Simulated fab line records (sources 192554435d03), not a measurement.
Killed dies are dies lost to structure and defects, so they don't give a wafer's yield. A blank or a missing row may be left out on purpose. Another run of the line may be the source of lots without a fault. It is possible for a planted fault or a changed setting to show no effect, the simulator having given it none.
What tool caused it? / flow n5Finfet / 33 wafers from 11 lots sampled at 5 of the route's 1938 steps

WHAT EACH GAUGE READ, for each wafer
No reading from a measuring or inspecting step in the record can be judged against a usual standard deviation.

TOOL THAT RAN EACH LOT (tool first, then ch and the chambers of the sampled wafers, then the start)
lot=L936; N5_BEOL_M5_HM_DEP_02=pvdSputter-03, day 7 19:17; N5_PASSIVATION_AL_DEP_21=pvdSputter-03, day 11 17:19; N5_PASSIVATION_ETCH_59=rieMetal-02 ch 0,1, day 11 18:24; N5_PASSIVATION_ETCH_54=rieDiel-05 ch 2,3, day 11 19:53; N5_PASSIVATION_PROBE_49=-
lot=L938; N5_BEOL_M5_HM_DEP_02=pvdSputter-01, day 8 08:27; N5_PASSIVATION_AL_DEP_21=pvdSputter-03, day 11 17:42; N5_PASSIVATION_ETCH_59=rieMetal-03 ch 0,1, day 11 18:53; N5_PASSIVATION_ETCH_54=rieDiel-04 ch 0,3, day 11 20:47; N5_PASSIVATION_PROBE_49=-
lot=L937; N5_BEOL_M5_HM_DEP_02=pvdSputter-01, day 8 11:17; N5_PASSIVATION_AL_DEP_21=pvdSputter-03, day 12 06:34; N5_PASSIVATION_ETCH_59=rieMetal-03 ch 0,1, day 12 08:16; N5_PASSIVATION_ETCH_54=rieDiel-04 ch 0,1,3, day 12 09:58; N5_PASSIVATION_PROBE_49=-
lot=L939; N5_BEOL_M5_HM_DEP_02=pvdSputter-03, day 8 13:50; N5_PASSIVATION_AL_DEP_21=pvdSputter-02, day 12 18:05; N5_PASSIVATION_ETCH_59=rieMetal-03 ch 0,1, day 12 19:07; N5_PASSIVATION_ETCH_54=rieDiel-04 ch 0,1,3, day 12 20:38; N5_PASSIVATION_PROBE_49=-
lot=L940; N5_BEOL_M5_HM_DEP_02=pvdSputter-01, day 8 23:42; N5_PASSIVATION_AL_DEP_21=pvdSputter-03, day 13 01:20; N5_PASSIVATION_ETCH_59=rieMetal-02 ch 0,1, day 13 02:42; N5_PASSIVATION_ETCH_54=rieDiel-04 ch 0,1, day 13 06:08; N5_PASSIVATION_PROBE_49=-
lot=L943; N5_BEOL_M5_HM_DEP_02=pvdSputter-01, day 9 11:05; N5_PASSIVATION_AL_DEP_21=pvdSputter-03, day 13 08:53; N5_PASSIVATION_ETCH_59=rieMetal-01 ch 0,1, day 13 10:55; N5_PASSIVATION_ETCH_54=rieDiel-04 ch 1,3, day 13 12:48; N5_PASSIVATION_PROBE_49=-
lot=L942; N5_BEOL_M5_HM_DEP_02=pvdSputter-02, day 9 14:53; N5_PASSIVATION_AL_DEP_21=pvdSputter-02, day 13 21:26; N5_PASSIVATION_ETCH_59=rieMetal-02 ch 0,1, day 13 22:37; N5_PASSIVATION_ETCH_54=rieDiel-05 ch 0,2,3, day 14 00:10; N5_PASSIVATION_PROBE_49=-
lot=L944; N5_BEOL_M5_HM_DEP_02=pvdSputter-02, day 9 18:56; N5_PASSIVATION_AL_DEP_21=pvdSputter-01, day 13 21:28; N5_PASSIVATION_ETCH_59=rieMetal-01 ch 0,1, day 13 22:46; N5_PASSIVATION_ETCH_54=rieDiel-04 ch 0,3, day 14 00:49; N5_PASSIVATION_PROBE_49=-
lot=L952; N5_BEOL_M5_HM_DEP_02=pvdSputter-03, day 12 17:58; N5_PASSIVATION_AL_DEP_21=pvdSputter-01, day 16 19:28; N5_PASSIVATION_ETCH_59=rieMetal-02 ch 0,1, day 16 20:32; N5_PASSIVATION_ETCH_54=rieDiel-02 ch 0,1, day 16 22:10; N5_PASSIVATION_PROBE_49=prober-01, day 17 01:01
lot=L956; N5_BEOL_M5_HM_DEP_02=pvdSputter-01, day 13 12:07; N5_PASSIVATION_AL_DEP_21=pvdSputter-01, day 17 10:56; N5_PASSIVATION_ETCH_59=rieMetal-01 ch 0,1, day 17 12:04; N5_PASSIVATION_ETCH_54=rieDiel-04 ch 1,2,3, day 17 13:41; N5_PASSIVATION_PROBE_49=-
lot=L958; N5_BEOL_M5_HM_DEP_02=pvdSputter-02, day 13 18:06; N5_PASSIVATION_AL_DEP_21=pvdSputter-01, day 18 06:43; N5_PASSIVATION_ETCH_59=rieMetal-02 ch 0,1, day 18 07:59; N5_PASSIVATION_ETCH_54=rieDiel-04 ch 0,1, day 18 09:47; N5_PASSIVATION_PROBE_49=-
- N5_BEOL_M5_HM_DEP_02: deposits TiN, target thk 20 nm.
- N5_PASSIVATION_AL_DEP_21: deposits Al, target thk 2800 nm, time 170 s.
- N5_PASSIVATION_ETCH_59: etches TaN in Cl2/BCl3, target depth 65 nm, time 34.9 s.
- N5_PASSIVATION_ETCH_54: etches SiO2 in CHF3/O2, target depth 880 nm, time 440 s.
- N5_PASSIVATION_PROBE_49

AS READ BY THE TOOLS THEMSELVES (means over the sampled wafers that have a number; for cases with no such wafer, the mark the record gives instead)
N5_BEOL_M5_HM_DEP_02. Usual: 30.3 % for throttleValvePct, sd 1.3.
lot=L936; tool=pvdSputter-03; throttleValvePct (%)=31.6; flag=
lot=L938; tool=pvdSputter-01; throttleValvePct (%)=28.6; flag=
lot=L937; tool=pvdSputter-01; throttleValvePct (%)=28.3; flag=
lot=L939; tool=pvdSputter-03; throttleValvePct (%)=31.4; flag=
lot=L940; tool=pvdSputter-01; throttleValvePct (%)=29.3; flag=
lot=L943; tool=pvdSputter-01; throttleValvePct (%)=28.4; flag=
lot=L942; tool=pvdSputter-02; throttleValvePct (%)=30.6; flag=
lot=L944; tool=pvdSputter-02; throttleValvePct (%)=30.3; flag=
lot=L952; tool=pvdSputter-03; throttleValvePct (%)=31.6; flag=
lot=L956; tool=pvdSputter-01; throttleValvePct (%)=28.9; flag=
lot=L958; tool=pvdSputter-02; throttleValvePct (%)=30.4; flag=

N5_PASSIVATION_AL_DEP_21. Usual: 30.1 % for throttleValvePct, sd 1.3.
lot=L936; tool=pvdSputter-03; throttleValvePct (%)=31.3; flag=
lot=L938; tool=pvdSputter-03; throttleValvePct (%)=31.4; flag=
lot=L937; tool=pvdSputter-03; throttleValvePct (%)=31.2; flag=
lot=L939; tool=pvdSputter-02; throttleValvePct (%)=30.0; flag=
lot=L940; tool=pvdSputter-03; throttleValvePct (%)=31.4; flag=
lot=L943; tool=pvdSputter-03; throttleValvePct (%)=31.3; flag=
lot=L942; tool=pvdSputter-02; throttleValvePct (%)=30.5; flag=
lot=L944; tool=pvdSputter-01; throttleValvePct (%)=28.4; flag=
lot=L952; tool=pvdSputter-01; throttleValvePct (%)=28.7; flag=
lot=L956; tool=pvdSputter-01; throttleValvePct (%)=29.4; flag=
lot=L958; tool=pvdSputter-01; throttleValvePct (%)=29.1; flag=

N5_PASSIVATION_ETCH_59. Usual: drypumpMotorCurrentA 5.7 A, standard deviation 0.48; oesProductAu 0.75 a.u., standard deviation 0.12; throttleValvePct 21.30 %, standard deviation 0.19.
lot=L936; tool=rieMetal-02; drypumpMotorCurrentA (A)=5.6; oesProductAu (a.u.)=0.81; throttleValvePct (%)=21.36; flag=
lot=L938; tool=rieMetal-03; drypumpMotorCurrentA (A)=6.0; oesProductAu (a.u.)=0.65; throttleValvePct (%)=21.27; flag=
lot=L937; tool=rieMetal-03; drypumpMotorCurrentA (A)=5.6; oesProductAu (a.u.)=0.66; throttleValvePct (%)=21.27; flag=
lot=L939; tool=rieMetal-03; drypumpMotorCurrentA (A)=6.0; oesProductAu (a.u.)=0.64; throttleValvePct (%)=21.28; flag=
lot=L940; tool=rieMetal-02; drypumpMotorCurrentA (A)=5.6; oesProductAu (a.u.)=0.90; throttleValvePct (%)=21.21; flag=
lot=L943; tool=rieMetal-01; drypumpMotorCurrentA (A)=5.9; oesProductAu (a.u.)=0.68; throttleValvePct (%)=21.31; flag=
lot=L942; tool=rieMetal-02; drypumpMotorCurrentA (A)=5.3; oesProductAu (a.u.)=0.93; throttleValvePct (%)=21.18; flag=
lot=L944; tool=rieMetal-01; drypumpMotorCurrentA (A)=6.0; oesProductAu (a.u.)=0.69; throttleValvePct (%)=21.45; flag=
lot=L952; tool=rieMetal-02; drypumpMotorCurrentA (A)=5.6; oesProductAu (a.u.)=0.87; throttleValvePct (%)=21.24; flag=
lot=L956; tool=rieMetal-01; drypumpMotorCurrentA (A)=6.0; oesProductAu (a.u.)=0.78; throttleValvePct (%)=21.38; flag=
lot=L958; tool=rieMetal-02; drypumpMotorCurrentA (A)=5.6; oesProductAu (a.u.)=0.85; throttleValvePct (%)=21.24; flag=

N5_PASSIVATION_ETCH_54. Usual: O2_flow_sccm 5.001 sccm, standard deviation 0.016; drypumpMotorCurrentA 5.7 A, standard deviation 0.38; oesProductAu 0.82 a.u., standard deviation 0.076; rfVppV 515 V, standard deviation 14; showerheadPlenumPTorr 2.41 Torr, standard deviation 0.094; throttleValvePct 18.65 %, standard deviation 0.22.
lot=L936; tool=rieDiel-05; O2_flow_sccm (sccm)=4.992; drypumpMotorCurrentA (A)=5.5; oesProductAu (a.u.)=0.76; rfVppV (V)=521; showerheadPlenumPTorr (Torr)=2.25; throttleValvePct (%)=18.81; flag=
lot=L938; tool=rieDiel-04; O2_flow_sccm (sccm)=4.996; drypumpMotorCurrentA (A)=5.7; oesProductAu (a.u.)=0.83; rfVppV (V)=528; showerheadPlenumPTorr (Torr)=2.47; throttleValvePct (%)=18.68; flag=
lot=L937; tool=rieDiel-04; O2_flow_sccm (sccm)=5.005; drypumpMotorCurrentA (A)=5.7; oesProductAu (a.u.)=0.79; rfVppV (V)=524; showerheadPlenumPTorr (Torr)=2.45; throttleValvePct (%)=18.64; flag=
lot=L939; tool=rieDiel-04; O2_flow_sccm (sccm)=4.997; drypumpMotorCurrentA (A)=5.7; oesProductAu (a.u.)=0.78; rfVppV (V)=524; showerheadPlenumPTorr (Torr)=2.45; throttleValvePct (%)=18.63; flag=
lot=L940; tool=rieDiel-04; O2_flow_sccm (sccm)=4.983; drypumpMotorCurrentA (A)=5.5; oesProductAu (a.u.)=0.72; rfVppV (V)=519; showerheadPlenumPTorr (Torr)=2.49; throttleValvePct (%)=18.69; flag=
lot=L943; tool=rieDiel-04; O2_flow_sccm (sccm)=4.995; drypumpMotorCurrentA (A)=5.7; oesProductAu (a.u.)=0.74; rfVppV (V)=520; showerheadPlenumPTorr (Torr)=2.43; throttleValvePct (%)=18.59; flag=
lot=L942; tool=rieDiel-05; O2_flow_sccm (sccm)=5.002; drypumpMotorCurrentA (A)=5.4; oesProductAu (a.u.)=0.80; rfVppV (V)=506; showerheadPlenumPTorr (Torr)=2.34; throttleValvePct (%)=18.73; flag=
lot=L944; tool=rieDiel-04; O2_flow_sccm (sccm)=5.002; drypumpMotorCurrentA (A)=5.7; oesProductAu (a.u.)=0.81; rfVppV (V)=528; showerheadPlenumPTorr (Torr)=2.47; throttleValvePct (%)=18.72; flag=
lot=L952; tool=rieDiel-02; O2_flow_sccm (sccm)=4.993; drypumpMotorCurrentA (A)=6.0; oesProductAu (a.u.)=0.84; rfVppV (V)=525; showerheadPlenumPTorr (Torr)=2.47; throttleValvePct (%)=18.44; flag=
lot=L956; tool=rieDiel-04; O2_flow_sccm (sccm)=5.009; drypumpMotorCurrentA (A)=5.6; oesProductAu (a.u.)=0.85; rfVppV (V)=518; showerheadPlenumPTorr (Torr)=2.38; throttleValvePct (%)=18.52; flag=
lot=L958; tool=rieDiel-04; O2_flow_sccm (sccm)=4.999; drypumpMotorCurrentA (A)=5.5; oesProductAu (a.u.)=0.83; rfVppV (V)=519; showerheadPlenumPTorr (Torr)=2.47; throttleValvePct (%)=18.51; flag=

N5_PASSIVATION_PROBE_49. Usual: defectLimitedYield 91.2 %, standard deviation 1.6; killed_at_M0_to_M3 34, standard deviation 11; killed_at_M4_up 13, standard deviation 5.2; killedAtContacts 13, standard deviation 6.3; killedAtFrontEnd 40, standard deviation 14; killedAtOther 3.2, standard deviation 2.4; killedDies 104, standard deviation 19; killedOpen 69, standard deviation 14; killedShort 32, standard deviation 7.5; sort_bin_4_leakage 0.00 %, standard deviation 0.04; sort_bin_5_function 5.3 %, standard deviation 1.1; sort_bin_6_memory 3.2 %, standard deviation 0.73; sort_bin_8_speed 0.01 %, standard deviation 0.038; sortNPass 1076, standard deviation 19; sortYieldPct 91.2 %, standard deviation 1.6.
lot=L952; tool=prober-01; defectLimitedYield (%)=82.5; killed_at_M0_to_M3=49; killed_at_M4_up=99; killedAtContacts=12; killedAtFrontEnd=45; killedAtOther=2.0; killedDies=207; killedOpen=79; killedShort=42; sort_bin_4_leakage (%)=0.00; sort_bin_5_function (%)=11.1; sort_bin_6_memory (%)=5.2; sort_bin_8_speed (%)=0.00; sortNPass=973; sortYieldPct (%)=82.5; flag=OFF

THE ANSWER, worked out from the rows above alone
Rule: lot off if the mean of its wafers having a number is beyond 3 standard deviations from the usual mean. Also off: a lot with no number at a reading for which 4 or more lots have one. Any other lot the step has rows for is counted as sound. The gauges are gone through in route order, then the tools' own readings, and for those a lot's mean is taken as printed above. At the first step where some lot is off, the reading lying furthest off is the one used; lots without a number count as furthest.
Off at N5_PASSIVATION_PROBE_49 (killed_at_M4_up): L952. Neither off nor sound, because the step has no rows for them: L936, L938, L937, L939, L940, L943, L942, L944, L956, L958.
A tool fits if, at that step or a process step before it, it ran every lot that is off, and no sound lot after the first of them. Can't be told from this: 5 tools fit, pvdSputter-03 at N5_BEOL_M5_HM_DEP_02, pvdSputter-01 at N5_PASSIVATION_AL_DEP_21, rieMetal-02 at N5_PASSIVATION_ETCH_59, rieDiel-02 at N5_PASSIVATION_ETCH_54, prober-01 at N5_PASSIVATION_PROBE_49.

WHAT THE SIMULATOR PUT IN
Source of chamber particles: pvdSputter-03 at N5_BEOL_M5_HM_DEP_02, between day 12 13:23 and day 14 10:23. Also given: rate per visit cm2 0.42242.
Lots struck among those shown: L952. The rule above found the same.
